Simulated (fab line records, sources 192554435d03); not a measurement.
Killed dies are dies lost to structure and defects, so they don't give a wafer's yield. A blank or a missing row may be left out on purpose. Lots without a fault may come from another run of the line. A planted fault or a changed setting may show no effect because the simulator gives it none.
fab line records | flow n5_finfet
record lots=6 wafers=16 last_day=19
route steps=1938 shown HKMG_FIN@400 BEOL_M4@1111 PASSIVATION@1936
lots that met no fault: from a run of the same line without faults
start_h: hours from the record's first day to the start of the lot's first wafer shown | wait_h: hours since the lot's step before | " the same as in the row above | L1.1+2: a row that stands for several wafers | - no value, or no start given | * or withheld: withheld | < > ~ a bound
route shown NAME@n: a module of which the file shows steps, and the number in the route of the first | usual: mean/standard deviation of fault-free wafers | same: alike in all rows | chamber/n: place in a boat | sites: the reading at each site | _std_site: their standard deviation | _edge_site: outer sites' mean less inner sites' | radius_mm: how far each site lies from the wafer's centre | mask NAME#n: copy n | behind: the tool/chamber that last shaped the wafer | hold: why the lot was held/for how many hours/how that ended | device: the transistor (n, p or np) that didn't switch | end of line: the same wafers' tests at the end of the route | a step without rows: its recipe alone | killed: dies lost to structure and defects at the first sort, not the wafer's yield | map: a wafer's dies, x killed, . not, _ none there
set.NAME: the setting as run; set.NAME@STEP: as run at that earlier step | model.NAME: the simulator's own value behind a step, which no gauge read
lots at some steps of the route; a table a step, a row a wafer
services: from which hour (start_h, from the record's first day; less than 0 if before it) a tool's chamber was out of use, for how many hours, and why
## steps
# step N5_HKMG_FIN_INSPECT_61
# recipe mode=adi inspect_instrument=macro
# usual raw_defect_count=2.0/1.5
# columns lot.wafer tool chamber start_h wait_h raw_defect_count
L216.1 defect_inspect-01 - 91.11 0.0 3
L216.2 " - " " 4
L216.3 " - " " 1
L218.2 defect_inspect-02 - 101.34 0.0 2
L218.3 " - " " 2
L219.2 defect_inspect-01 - 103.04 0.0 1
L219.5 " - " " 1
L231.1 defect_inspect-02 - 172.18 0.0 2
L231.5 " - " " 3
L231.6 " - " " 2
L236.2 defect_inspect-02 - 204.09 0.0 4
L236.4 " - " " 3
L236.6 " - " " 4
L237.1 defect_inspect-01 - 210.56 0.0 1
L237.2 " - " " 1
L237.6 " - " " 0
# step N5_HKMG_FIN_DESCUM_53
# recipe chemistry=O2 time_s=7.9 source_power_w=50 bias_power_w=20 pressure_mtorr=20 rf_frequency_hz=2.712e+07 temp_c=40 resist=CAR-ArF o2_flow_sccm=225
# step N5_HKMG_FIN_ETCH_54
# recipe chemistry=CF4 target=SiARC target_depth_a=455 mask_material=CAR-ArF time_s=75.8 ion_energy_ev=80 pressure_mtorr=40 source_w=545 bias_w=36 Ar_flow_sccm=100 cf4_flow_sccm=100 ends=cleared
# usual drypump_motor_current_A=5.6/0.54 etch_rf_on_time_s=76.9/2.4 oes_product_au=0.66/0.064 rf_vpp_V=184.4/1.1 showerhead_plenum_p_Torr=2.16/0.047 throttle_valve_pct=15.6/0.31
# columns lot.wafer tool chamber start_h wait_h drypump_motor_current_A etch_rf_on_time_s oes_product_au rf_hours_counter_h rf_vpp_V showerhead_plenum_p_Torr throttle_valve_pct
L216.1 rie_diel-06 0 91.18 0.0 5.3 78.1 0.65 146 184.9 2.23 15.8
L216.2 " 2 " " 5.4 78.2 0.60 232 185.3 2.17 15.7
L216.3 " 1 " " 6.5 73.7 0.75 46 185.3 2.16 15.0
L218.2 rie_diel-02 3 101.41 0.0 5.3 76.3 0.59 221 185.3 2.21 16.0
L218.3 " 2 " " 5.1 72.8 0.64 166 185.2 2.21 15.7
L219.2 rie_diel-05 1 103.11 0.0 4.9 83.3 0.59 158 183.1 2.15 15.5
L219.5 " 1 " " 4.9 83.2 0.60 - 183.3 2.15 15.4
L231.1 rie_diel-02 2 172.27 0.0 5.1 74.1 0.62 192 186.5 2.21 15.7
L231.5 " 1 " " 5.7 76.8 0.65 - 182.7 2.14 15.8
L231.6 " 2 " " 5.1 74.6 0.61 - 184.8 2.20 15.7
L236.2 rie_diel-06 1 204.16 0.0 6.5 73.9 0.71 85 185.2 2.15 15.0
L236.4 " 3 " " 4.8 78.6 0.74 43 183.1 2.09 15.1
L236.6 " 1 " " 6.5 74.6 0.70 - 183.9 2.14 15.0
L237.1 rie_diel-02 3 210.63 0.0 5.3 73.1 0.81 5 184.1 2.20 15.7
L237.2 " 2 " " 5.1 73.5 0.61 207 185.2 2.20 15.7
L237.6 " 1 " " 5.7 76.1 0.65 - 184.1 2.14 15.8
# step N5_HKMG_FIN_ETCH_55
# recipe chemistry=N2/H2 target=SOC target_depth_a=2400 temp_c=40 time_s=300 ion_energy_ev=200 mask_material=SiARC pressure_mtorr=30 source_w=840 bias_w=150 n2_flow_sccm=200 h2_flow_sccm=200
# step N5_HKMG_FIN_STRIP_56
# recipe chemistry=N2/H2 temp_c=40 n2_flow_sccm=200 h2_flow_sccm=200 rf_frequency_hz=6e+07
# step N5_HKMG_FIN_STRIP_57
# recipe chemistry=CF4 resist=SiARC power_w=300 bias_power_w=75 pressure_mtorr=50 cf4_flow_sccm=150 rf_frequency_hz=6e+07
# usual drypump_motor_current_A=5.6/0.54 oes_product_au=0.78/0.073 rf_vpp_V=271.5/1.4 showerhead_plenum_p_Torr=1.80/0.04 throttle_valve_pct=13.5/0.32
# columns lot.wafer tool chamber start_h wait_h drypump_motor_current_A oes_product_au rf_hours_counter_h rf_vpp_V showerhead_plenum_p_Torr throttle_valve_pct
L216.1 rie_diel-06 0 91.43 0.0 5.3 0.77 147 271.9 1.86 13.7
L216.2 " 2 " " 5.4 0.70 232 272.2 1.82 13.8
L216.3 " 1 " " 6.5 0.85 46 273.5 1.79 12.9
L218.2 rie_diel-02 3 101.65 0.0 5.3 0.70 222 271.7 1.87 14.1
L218.3 " 2 " " 5.1 0.73 167 272.2 1.85 13.6
L219.2 rie_diel-05 1 103.36 0.0 4.9 0.73 159 271.7 1.79 13.4
L219.5 " 1 " " 4.9 0.74 - 271.1 1.79 13.4
L231.1 rie_diel-02 2 172.52 0.0 5.1 0.70 192 270.6 1.84 13.7
L231.5 " 1 " " 5.7 0.77 - 270.9 1.78 13.7
L231.6 " 2 " " 5.1 0.71 - 271.8 1.84 13.7
L236.2 rie_diel-06 1 204.41 0.0 6.5 0.81 85 271.5 1.78 13.0
L236.4 " 3 " " 4.8 0.87 43 269.7 1.76 13.1
L236.6 " 1 " " 6.5 0.80 - 271.2 1.78 13.0
L237.1 rie_diel-02 3 210.88 0.0 5.3 0.93 5 272.1 1.86 13.6
L237.2 " 2 " " 5.1 0.70 207 271.5 1.83 13.7
L237.6 " 1 " " 5.7 0.75 - 272.5 1.78 13.7
# step N5_HKMG_FIN_ETCH_58
# recipe chemistry=N2/H2 target=SOC target_depth_a=2158 ion_energy_ev=50 bias_w=13 time_s=741 pressure_mtorr=30 source_w=875 n2_flow_sccm=200 h2_flow_sccm=200
# usual drypump_motor_current_A=5.6/0.54 oes_product_au=0.77/0.076 rf_vpp_V=99.2/0.89 showerhead_plenum_p_Torr=2.57/0.069 throttle_valve_pct=17.8/0.33
# columns lot.wafer tool chamber start_h wait_h drypump_motor_current_A oes_product_au rf_hours_counter_h rf_vpp_V showerhead_plenum_p_Torr throttle_valve_pct
L216.1 rie_diel-06 0 91.45 0.0 5.3 0.76 147 99.4 2.64 17.9
L216.2 " 2 " " 5.4 0.68 232 99.5 2.60 17.8
L216.3 " 1 " " 6.5 0.88 46 99.7 2.61 17.5
L218.2 rie_diel-02 3 101.67 0.0 5.3 0.69 222 99.5 2.61 18.0
L218.3 " 2 " " 5.1 0.75 167 99.2 2.67 18.2
L219.2 rie_diel-05 1 103.38 0.0 4.9 0.70 159 99.3 2.55 17.6
L219.5 " 1 " " 4.9 0.69 - 99.4 2.55 17.6
L231.1 rie_diel-02 2 172.54 0.0 5.1 0.72 192 99.6 2.66 18.3
L231.5 " 1 " " 5.7 0.77 - 99.2 2.56 18.2
L231.6 " 2 " " 5.1 0.72 - 99.4 2.66 18.3
L236.2 rie_diel-06 1 204.43 0.0 6.5 0.82 85 99.9 2.59 17.5
L236.4 " 3 " " 4.8 0.86 43 98.7 2.48 17.3
L236.6 " 1 " " 6.5 0.82 - 99.1 2.59 17.5
L237.1 rie_diel-02 3 210.90 0.0 5.3 0.96 5 99.0 2.59 17.8
L237.2 " 2 " " 5.1 0.71 207 99.0 2.65 18.3
L237.6 " 1 " " 5.7 0.75 - 98.3 2.56 18.2
# step N5_HKMG_FIN_STRIP_93
# recipe chemistry=N2/H2 material=SOC time_s=20 power_w=500 temp_c=40 pressure_mtorr=50 rf_frequency_hz=6e+07 bias_power_w=8 h2_frac=0.5 n2_flow_sccm=300 h2_flow_sccm=300
# usual drypump_motor_current_A=5.6/0.54 oes_product_au=0.78/0.076 rf_vpp_V=54.3/0.83 showerhead_plenum_p_Torr=3.39/0.088 throttle_valve_pct=19.0/0.51
# columns lot.wafer tool chamber start_h wait_h drypump_motor_current_A oes_product_au rf_hours_counter_h rf_vpp_V showerhead_plenum_p_Torr throttle_valve_pct
L216.1 rie_diel-06 0 91.87 0.2 5.3 0.76 147 55.8 3.48 19.0
L216.2 " 2 " " 5.4 0.68 233 54.0 3.43 18.7
L216.3 " 1 " " 6.5 0.88 47 55.4 3.44 19.0
L218.2 rie_diel-02 3 102.10 0.2 5.3 0.70 222 55.8 3.44 19.1
L218.3 " 2 " " 5.1 0.75 167 53.3 3.52 20.2
L219.2 rie_diel-05 1 103.80 0.2 5.0 0.70 159 53.6 3.36 18.9
L219.5 " 1 " " 4.9 0.70 - 54.9 3.36 18.9
L231.1 rie_diel-02 2 172.96 0.2 5.1 0.72 193 54.0 3.51 20.2
L231.5 " 1 " " 5.8 0.78 - 54.8 3.38 19.7
L231.6 " 2 " " 5.1 0.72 - 53.9 3.51 20.2
L236.2 rie_diel-06 1 204.85 0.2 6.4 0.82 86 54.7 3.42 19.0
L236.4 " 3 " " 4.8 0.86 43 54.0 3.28 18.6
L236.6 " 1 " " 6.5 0.83 - 55.1 3.42 19.0
L237.1 rie_diel-02 3 211.32 0.2 5.3 0.97 5 53.7 3.43 18.9
L237.2 " 2 " " 5.1 0.71 207 53.3 3.50 20.2
L237.6 " 1 " " 5.8 0.76 - 55.0 3.38 19.7
# step N5_HKMG_FIN_WET_ETCH_76
# recipe chemistry=dNH4OH mix=1:50 temp_c=25 target=Al2O3 stop_on=La2O3 target_depth_nm=2.25 dry=ipa_marangoni rinse_time_s=30 rinse_temp_c=23
# step N5_HKMG_FIN_STRIP_60
# recipe chemistry=N2/H2 power_w=2500 temp_c=300 h2_frac=0.65 time_s=360 pressure_mtorr=withheld n2_flow_sccm=1750 h2_flow_sccm=3250
# step N5_HKMG_FIN_WET_ETCH_77
# recipe chemistry=dHCl mix=1:10000 temp_c=25 target=La2O3 stop_on=HfO2 target_depth_nm=2
# step N5_HKMG_FIN_WET_ETCH_78
# recipe chemistry=dNH4OH mix=1:50 temp_c=25 target=Al2O3 stop_on=La2O3 target_depth_nm=4.5 dry=ipa_marangoni rinse_time_s=30 rinse_temp_c=23
# step N5_HKMG_FIN_ALD_79
# recipe material=TiN target_thk_a=15 temp_c=400 ald_precursor_family=TiCl4 ald_co_reactant=NH3 pulse_time_s=1 purge_time_s=3 co_reactant_purge_time_s=2 co_reactant_pulse_time_s=2 ald_cycles=68 pressure_torr=3
# usual chamber_pressure_Torr=3.000/0.0072 heater_power_w=852/100 precursor_pulse_height_rel=1.000/0.019
# columns lot.wafer tool chamber start_h wait_h chamber_pressure_Torr heater_power_w precursor_pulse_height_rel model.TiN_of_HKMG_FIN_ALD_79.thk_nm
L216.1 ald_metal-03 1 92.51 0.0 3.007 934 0.990 1.4
L216.2 " 3 " " 3.000 783 1.024 1.4
L216.3 " 0 " " 2.995 801 1.010 1.6
L218.2 ald_metal-03 1 102.74 0.0 3.001 927 0.990 0.8
L218.3 " 3 " " 2.989 793 0.963 1.4
L219.2 ald_metal-03 1 104.44 0.0 3.008 942 1.006 0.8
L219.5 " 1 " " 3.003 952 1.008 0.8
L231.1 ald_metal-03 3 173.60 0.0 3.005 790 0.970 1.6
L231.5 " 2 " " 2.998 931 0.997 1.4
L231.6 " 3 " " 2.994 797 0.985 1.4
L236.2 ald_metal-01 2 205.50 0.0 3.006 1077 0.999 1.4
L236.4 " 1 " " 3.001 761 0.996 1.4
L236.6 " 2 " " 2.999 1086 1.026 1.6
L237.1 ald_metal-02 3 211.96 0.0 2.992 853 1.015 1.6
L237.2 " 1 " " 2.997 829 1.015 1.6
L237.6 " 0 " " 3.005 678 0.964 1.6
# step N5_HKMG_FIN_CVD_62
# recipe material=a-Si target_thk_a=30 temp_c=500 precursor=Si2H6 pressure_torr=1 time_s=20.8
# usual chamber_pressure_Torr=1.0001/0.0021 heater_power_w=1397/110
# columns lot.wafer tool chamber start_h wait_h chamber_pressure_Torr heater_power_w
L216.1 thermal_cvd_si-02 2 92.87 0.2 1.0007 1228
L216.2 " 1 " " 1.0030 1448
L216.3 " 0 " " 1.0012 1500
L218.2 thermal_cvd_si-02 2 103.11 0.2 1.0012 1241
L218.3 " 1 " " 0.9980 1482
L219.2 thermal_cvd_si-01 2 104.80 0.2 0.9998 1252
L219.5 " 0 " " 0.9987 1387
L231.1 thermal_cvd_si-01 2 173.96 0.2 0.9970 1256
L231.5 " 2 " " 1.0003 1273
L231.6 " 1 " " 0.9996 1530
L236.2 thermal_cvd_si-02 0 205.86 0.2 0.9977 1519
L236.4 " 2 " " 0.9974 1196
L236.6 " 2 " " 0.9968 1211
L237.1 thermal_cvd_si-01 2 212.32 0.2 0.9991 1237
L237.2 " 0 " " 0.9996 1356
L237.6 " 0 " " 1.0008 1461
# step N5_BEOL_M4_RC_MEAS_101
# usual DIBL_N=36.5/2.2 DIBL_P=36.9/2.9 IOFF_N=0.17/0.044 IOFF_P=0.22/0.052 ION_N=671/16 ION_P=461/10 SS_N=71.6/0.73 SS_P=73.5/0.79 VT_N=250/4.1 VT_P=-250/4.1
# columns lot.wafer tool chamber start_h wait_h DIBL_N[mV/V] DIBL_P[mV/V] IOFF_N[nA/um] IOFF_P[nA/um] ION_N[uA/um] ION_P[uA/um] SS_N[mV/dec] SS_P[mV/dec] VT_N[mV] VT_P[mV]
L216.1 prober-01 0 203.00 0.0 35.3 35.6 0.13 0.19 650 447 71.8 72.9 254 -251
L216.2 " 0 " " 40.3 42.1 0.22 0.30 684 465 72.8 74.7 248 -249
L216.3 " 0 " " 36.6 38.1 0.15 0.23 671 465 71.7 73.6 251 -247
L219.2 prober-02 0 207.89 0.2 36.4 38.0 0.16 0.20 682 463 71.7 73.7 250 -254
L219.5 " 0 " " 34.5 35.4 0.14 0.18 666 463 72.0 73.1 252 -256
L218.2 prober-02 0 209.24 0.2 34.0 35.1 0.10 0.15 643 447 71.8 73.1 258 -259
L218.3 " 0 " " 31.5 31.4 0.08 0.13 641 446 70.0 71.7 259 -254
L231.1 prober-02 0 290.62 0.0 34.7 34.4 0.14 0.19 666 459 71.3 72.9 250 -249
L231.5 " 0 " " 36.5 38.7 0.17 0.25 680 472 70.9 74.2 247 -245
L231.6 " 0 " " 34.5 36.3 0.13 0.22 645 454 70.6 73.6 253 -249
L236.2 prober-01 0 317.98 0.2 39.2 40.9 0.21 0.29 694 475 72.2 74.2 245 -246
L236.4 " 0 " " 36.9 36.9 0.14 0.21 658 456 71.6 73.0 253 -251
L236.6 " 0 " " 37.1 37.6 0.17 0.21 679 466 72.3 73.8 248 -251
L237.1 prober-01 0 340.34 0.0 39.0 41.7 0.23 0.29 690 480 73.1 74.8 244 -245
L237.2 " 0 " " 36.1 36.9 0.15 0.20 665 458 72.1 73.8 252 -250
L237.6 " 0 " " 36.4 37.6 0.15 0.21 662 450 71.4 73.3 248 -250
# step N5_PASSIVATION_PROBE_49
# usual defect_limited_yield=91.3/1.4 killed_at_M0_to_M3=36/10 killed_at_M4_up=13/5.4 killed_at_contacts=12/5.3 killed_at_front_end=39/10 killed_at_other=3.2/2.7 killed_dies=103/16 killed_open=68/13 killed_short=33/6.6 sort_bin_5_function=5.1/0.92 sort_bin_6_memory=3.3/0.68 sort_bin_8_speed=0.1/0.41 sort_n_pass=1077/17 sort_yield_pct=91.2/1.4
# same gross_dies=1180 killed_at_back_side=0 sort_bin_4_leakage[%]=0
# columns lot.wafer tool chamber start_h wait_h defect_limited_yield[%] killed_at_M0_to_M3 killed_at_M4_up killed_at_contacts killed_at_front_end killed_at_other killed_dies killed_open killed_short sort_bin_5_function[%] sort_bin_6_memory[%] sort_bin_8_speed[%] sort_n_pass sort_yield_pct[%]
L218.2 prober-01 - 323.50 0.1 90.4 61 10 11 30 1 113 84 28 5.5 4.0 0.7 1059 89.7
L231.1 prober-01 - 402.36 0.0 91.9 36 8 17 34 0 95 55 38 4.4 3.3 0 1085 91.9
L231.6 prober-01 - 402.61 0.3 90.2 41 11 27 33 4 116 87 26 4.9 4.7 0 1064 90.2
# killed by level:class
L218.2 BEOL_M2:geometric_particle:open=26 MOL_CONTACT_COAG:geometric_particle:open=11 FIN_SAQP:geometric_particle:short=9 BEOL_M0_SAQP:geometric_particle:short=8 BEOL_M3:geometric_particle:open=7 BEOL_M0_SAQP:geometric_particle:open=6 FIN_SAQP:geometric_particle:open=5 STI_FIN_REVEAL:geometric_particle:open=4
L231.1 MOL_CONTACT_COAG:geometric_particle:open=14 BEOL_M0_SAQP:geometric_particle:short=9 STI_FIN_REVEAL:geometric_particle:open=8 STI_FIN_REVEAL:geometric_particle:short=6 GATE_CUT:geometric_particle:short=6 BEOL_M0_SAQP:geometric_particle:open=6 BEOL_M3:geometric_particle:open=5 BEOL_M4:geometric_particle:open=5
L231.6 MOL_CONTACT_COAG:geometric_particle:open=23 BEOL_M1:geometric_particle:open=12 BEOL_M2:geometric_particle:open=11 STI_FIN_REVEAL:geometric_particle:open=7 BEOL_M0_SAQP:geometric_particle:open=6 BEOL_M4:geometric_particle:open=6 FIN_SAQP:geometric_particle:open=4 FIN_SAQP:geometric_particle:short=4
## services
# columns tool chamber start_h hours kind
ald_metal-03 0 69.48 4.2 repair
rie_diel-06 3 89.22 5.0 repair
thermal_cvd_si-02 - 113.19 2.8 pm
thermal_cvd_si-01 1 115.22 6.9 repair
thermal_cvd_si-02 0 120.35 12.3 repair
rie_diel-05 1 121.32 1.8 repair
ald_metal-02 - 136.53 2.8 pm
rie_diel-06 2 144.60 - clean
rie_diel-06 2 144.60 - consumable_replace:focus_ring
rie_diel-06 2 144.60 14.3 scheduled_down
rie_diel-06 2 144.60 14.3 vent_cycle
thermal_cvd_si-02 - 156.47 0.5 repair
rie_diel-06 1 173.12 2.4 repair
rie_diel-06 0 174.16 8.3 repair
rie_diel-02 3 177.94 - clean
rie_diel-02 3 177.94 - consumable_replace:focus_ring
rie_diel-02 3 177.94 17.6 scheduled_down
rie_diel-02 3 177.94 17.6 vent_cycle
thermal_cvd_si-02 2 180.66 10.7 repair
thermal_cvd_si-01 1 192.05 3.0 repair
thermal_cvd_si-02 1 199.13 17.4 repair
ald_metal-03 2 203.26 5.1 repair
rie_diel-05 3 211.18 8.2 repair
## key
first_sign none at tools or gauges
model_effect step=N5_HKMG_FIN_ALD_79 value=TiN_of_HKMG_FIN_ALD_79.thk_nm without=1.4 struck=0.8
met_at N5_HKMG_FIN_ALD_79
struck_wafers L218.2,L219.2,L219.5
onset_between 92.51 102.74
fault kind=process_parameter_drift tool=ald_metal-03 chamber=- onset_h=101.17 steps=N5_HKMG_FIN_ALD_79 channel=target_thk_a offset=* shape=step end_h=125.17 scope=struck_wafers_only acts_in=* stated=*
